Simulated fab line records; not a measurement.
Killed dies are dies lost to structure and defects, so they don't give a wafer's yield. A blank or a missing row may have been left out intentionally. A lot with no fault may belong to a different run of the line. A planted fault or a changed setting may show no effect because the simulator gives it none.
Chamber matching    flow nand harc    4 sister chambers for NHARC_A_M1_STRIP_18 on rie diel-10
The step strips in N2/H2. 8 wafers are shown with their chamber, then 8 later ones without.

WAFERS, EACH WITH ITS CHAMBER
wafer   chamber  drypump motor current A (A)  oes product au (a.u.)
L083.3  2        6.0                          0.987
L083.4  0        6.1                          1.002
L083.5  3        6.1                          1.012
L089.5  0        6.1                          0.998
L085.1  3        6.2                          1.010
L085.2  2        6.0                          0.979
L085.3  1        5.7                          0.988
L094.1  1        5.7                          0.998

WAFERS WHOSE CHAMBER IS MISSING
wafer   drypump motor current A (A)  oes product au (a.u.)
L094.3  6.2                          1.010
L094.6  5.7                          0.995
L095.1  5.7                          0.999
L095.3  6.1                          1.011
L095.5  6.1                          1.005
L096.2  6.1                          1.011
L096.4  5.8                          0.997
L096.5  6.1                          1.014

CHAMBER TAKEN BY EACH
wafer   from the rows above      in truth
L094.3  3                        3
L094.6  1                        1
L095.1  1                        1
L095.3  can't be placed: 3 or 0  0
L095.5  can't be placed: 0 or 3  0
L096.2  can't be placed: 3 or 0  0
L096.4  1                        1
L096.5  can't be placed: 3 or 0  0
4 of 8 placed correctly. These rows do not allow placing 4 (true chamber among the candidates in 4). Placed wrongly: 0.
How it was worked out, from the rows above alone: a wafer's distance from a chamber is the root of the sum, over the readings, of the square of ((its reading less the chamber's mean) divided by the reading's scatter). If the next closest chamber is less than 2 further off than the closest, the wafer can't be placed; otherwise it belongs to the closest. For every chamber, the mean is computed from those of its wafers that are shown. The scatter: the root of (the sum of the squares of (reading less its chamber's mean) over the shown wafers, divided by (wafers less chambers)).
